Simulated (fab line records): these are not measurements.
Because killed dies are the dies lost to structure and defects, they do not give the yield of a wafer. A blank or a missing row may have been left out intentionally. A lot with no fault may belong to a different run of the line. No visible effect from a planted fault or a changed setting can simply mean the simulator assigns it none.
Split-lot study :: flow n5_finfet :: route with 1938 steps; 7 lots, 21 wafers read

SPLIT DETAILS
At N5_BEOL_M5_COAT_74 (time 60 s, resist thk 5 nm), the setting spin_rpm was moved away from the recipe's 1500 rpm on 7 of the 21 wafers read, by -6.4% to +9.5%. This setting was run at the recipe's value on the other wafers.

FROM THE SPLIT TO THE READING: what the file shows between them, 3 steps
- N5_BEOL_M5_COAT_22: resist thk 30 nm
- N5_BEOL_M5_EBR_24
- N5_BEOL_M5_DESCUM_33: chemistry O2, time 7 s

THE READING
etch.depth_nm (the simulator's own value, which no gauge read), in nm, at N5_BEOL_M5_ETCH_75 (etches underlayer in N2/H2, target depth 6.5 nm, time 5.2 s). The file gives no usual value for it. Here, 14 wafers ran the recipe; their average is 4.989 nm with a standard deviation of 0.0091 nm.

wafer: L077.3
tool, chamber at the split: litho_track-05, 0
spin_rpm as run, rpm: 1619
against the recipe: +7.9%
etch.depth_nm, nm: 4.802
against lot-mates on the recipe: -0.193

wafer: L077.5
tool, chamber at the split: litho_track-05, 0
spin_rpm as run, rpm: 1500
against the recipe: recipe
etch.depth_nm, nm: 4.995
against lot-mates on the recipe: -

wafer: L077.6
tool, chamber at the split: litho_track-05, 0
spin_rpm as run, rpm: 1619
against the recipe: +7.9%
etch.depth_nm, nm: 4.806
against lot-mates on the recipe: -0.189

wafer: L079.1
tool, chamber at the split: litho_track-02, 0
spin_rpm as run, rpm: 1500
against the recipe: recipe
etch.depth_nm, nm: 4.985
against lot-mates on the recipe: -

wafer: L079.2
tool, chamber at the split: litho_track-02, 0
spin_rpm as run, rpm: 1422
against the recipe: -5.2%
etch.depth_nm, nm: 5.133
against lot-mates on the recipe: +0.142

wafer: L079.4
tool, chamber at the split: litho_track-02, 0
spin_rpm as run, rpm: 1500
against the recipe: recipe
etch.depth_nm, nm: 4.996
against lot-mates on the recipe: -

wafer: L084.2
tool, chamber at the split: litho_track-02, 0
spin_rpm as run, rpm: 1500
against the recipe: recipe
etch.depth_nm, nm: 4.977
against lot-mates on the recipe: -

wafer: L084.6
tool, chamber at the split: litho_track-02, 0
spin_rpm as run, rpm: 1500
against the recipe: recipe
etch.depth_nm, nm: 4.977
against lot-mates on the recipe: -

wafer: L084.4
tool, chamber at the split: litho_track-02, 0
spin_rpm as run, rpm: 1500
against the recipe: recipe
etch.depth_nm, nm: 4.981
against lot-mates on the recipe: -

wafer: L087.1
tool, chamber at the split: litho_track-03, 0
spin_rpm as run, rpm: 1500
against the recipe: recipe
etch.depth_nm, nm: 5.003
against lot-mates on the recipe: -

wafer: L087.4
tool, chamber at the split: litho_track-03, 0
spin_rpm as run, rpm: 1500
against the recipe: recipe
etch.depth_nm, nm: 4.989
against lot-mates on the recipe: -

wafer: L087.6
tool, chamber at the split: litho_track-03, 0
spin_rpm as run, rpm: 1404
against the recipe: -6.4%
etch.depth_nm, nm: 5.162
against lot-mates on the recipe: +0.166

wafer: L089.1
tool, chamber at the split: litho_track-02, 0
spin_rpm as run, rpm: 1500
against the recipe: recipe
etch.depth_nm, nm: 4.995
against lot-mates on the recipe: -

wafer: L089.4
tool, chamber at the split: litho_track-02, 0
spin_rpm as run, rpm: 1500
against the recipe: recipe
etch.depth_nm, nm: 4.999
against lot-mates on the recipe: -

wafer: L089.5
tool, chamber at the split: litho_track-02, 0
spin_rpm as run, rpm: 1500
against the recipe: recipe
etch.depth_nm, nm: 4.99
against lot-mates on the recipe: -

wafer: L091.3
tool, chamber at the split: litho_track-03, 0
spin_rpm as run, rpm: 1414
against the recipe: -5.7%
etch.depth_nm, nm: 5.119
against lot-mates on the recipe: +0.149

wafer: L091.4
tool, chamber at the split: litho_track-03, 0
spin_rpm as run, rpm: 1414
against the recipe: -5.7%
etch.depth_nm, nm: 5.129
against lot-mates on the recipe: +0.159

wafer: L091.6
tool, chamber at the split: litho_track-03, 0
spin_rpm as run, rpm: 1500
against the recipe: recipe
etch.depth_nm, nm: 4.97
against lot-mates on the recipe: -

wafer: L097.2
tool, chamber at the split: litho_track-03, 0
spin_rpm as run, rpm: 1500
against the recipe: recipe
etch.depth_nm, nm: 4.993
against lot-mates on the recipe: -

wafer: L097.4
tool, chamber at the split: litho_track-03, 0
spin_rpm as run, rpm: 1500
against the recipe: recipe
etch.depth_nm, nm: 4.991
against lot-mates on the recipe: -

wafer: L097.6
tool, chamber at the split: litho_track-03, 0
spin_rpm as run, rpm: 1643
against the recipe: +9.5%
etch.depth_nm, nm: 4.768
against lot-mates on the recipe: -0.224

THE FIT
A straight line over all 21 wafers: etch.depth_nm changes by -0.0241 nm for each +1% of spin_rpm; r = -1.00; the points scatter about the line by 0.01 nm.
The same after taking each lot's own level away (the mean of its wafers on the recipe; 21 wafers): -0.0249 nm for each +1%; r = -1.00; scatter 0.0064 nm.
The reading moves by 0.24 nm for the largest change in spin_rpm, on that fit.
Across the lots, their own levels run from 4.9700 to 4.9960 nm, a range of 2.8 times the standard deviation given above.
The two slopes agree, so the slope changes little with the lot-to-lot level.
Check: with one of the wafers moved furthest among these (+9.5%) left out of the fit, the line predicts -0.239 nm for it against its lot-mates. Against them it came out at -0.224 nm.

THE OTHER SPLITS THESE WAFERS WENT THROUGH
Before the reading, these wafers also passed through other splits. Each is held against what the fit with the lots' levels taken away leaves over:
other split on the same wafers: N5_BEOL_M0_SAQP_SPACER1_ALD_98 ald_cycles
wafers away from the commonest value: 6
r with etch.depth_nm (lot level and that fit taken away): -0.32

other split on the same wafers: N5_BEOL_M0_SAQP_ETCH_106 target_depth_a
wafers away from the commonest value: 5
r with etch.depth_nm (lot level and that fit taken away): -0.06

other split on the same wafers: N5_BEOL_M2_EXPOSE_08 dose_mj
wafers away from the commonest value: 7
r with etch.depth_nm (lot level and that fit taken away): -0.17

other split on the same wafers: N5_BEOL_M2_ALD_98 ald_cycles
wafers away from the commonest value: 4
r with etch.depth_nm (lot level and that fit taken away): +0.04

other split on the same wafers: N5_BEOL_M2_ETCHBACK_99 time_s
wafers away from the commonest value: 5
r with etch.depth_nm (lot level and that fit taken away): +0.20

other split on the same wafers: N5_BEOL_M3_ETCH_70 bias_w
wafers away from the commonest value: 5
r with etch.depth_nm (lot level and that fit taken away): +0.35

other split on the same wafers: N5_BEOL_M5_ETCH_72 source_w
wafers away from the commonest value: 8
r with etch.depth_nm (lot level and that fit taken away): -0.09

FILE'S OWN FIT
etch.depth_nm changes by -0.0249 nm for each +1% of spin_rpm, r = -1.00.
